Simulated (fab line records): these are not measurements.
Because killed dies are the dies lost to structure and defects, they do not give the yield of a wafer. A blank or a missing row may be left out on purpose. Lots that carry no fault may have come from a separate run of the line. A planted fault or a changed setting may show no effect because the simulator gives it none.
Matching of chambers :: flow nand harc :: NHARC_P_M0_CMP_23 on cmp-01: 4 sister chambers
The step polishes, t overpolish 20 s, target thk 117.54 nm. 4 wafers are shown with their chamber, then 8 later ones without.

== WAFERS WITH THEIR CHAMBER ==
wafer: L575.5
chamber: 1
motor current A (A): 12.4

wafer: L577.3
chamber: 2
motor current A (A): 10.0

wafer: L577.4
chamber: 3
motor current A (A): 12.0

wafer: L578.1
chamber: 0
motor current A (A): 12.6

== WAFERS MISSING THEIR CHAMBER ==
wafer: L578.4
motor current A (A): 10.2

wafer: L578.5
motor current A (A): 11.7

wafer: L579.1
motor current A (A): 11.9

wafer: L579.4
motor current A (A): 12.9

wafer: L579.5
motor current A (A): 13.0

wafer: L581.3
motor current A (A): 11.8

wafer: L581.5
motor current A (A): 12.2

wafer: L581.6
motor current A (A): 12.6

== EACH ONE'S CHAMBER ==
wafer: L578.4
from the rows above: 2
in truth: 2

wafer: L578.5
from the rows above: can't be placed: 3 or 1
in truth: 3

wafer: L579.1
from the rows above: can't be placed: 3 or 1
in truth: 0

wafer: L579.4
from the rows above: can't be placed: 0 or 1
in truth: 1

wafer: L579.5
from the rows above: can't be placed: 0 or 1
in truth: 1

wafer: L581.3
from the rows above: can't be placed: 3 or 1
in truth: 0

wafer: L581.5
from the rows above: can't be placed: 3 or 1 or 0
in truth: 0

wafer: L581.6
from the rows above: can't be placed: 0 or 1
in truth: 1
Correct placement for 1 of the 8. From these rows, 7 cannot be placed; in 5 the true chamber is one of the candidates. Number placed wrongly: 0.
How it was worked out, from the rows above alone: a wafer's distance from a chamber is the root of the sum, over the readings, of the square of ((its reading less the chamber's mean) divided by the reading's scatter). The wafer belongs to the nearest chamber; if the next one is less than 2 further off, it can't be placed. The mean given for a chamber averages the wafers shown for that chamber. The scatter: root of mean squared gap, hidden wafer to nearest shown wafer, with one shown wafer a chamber.
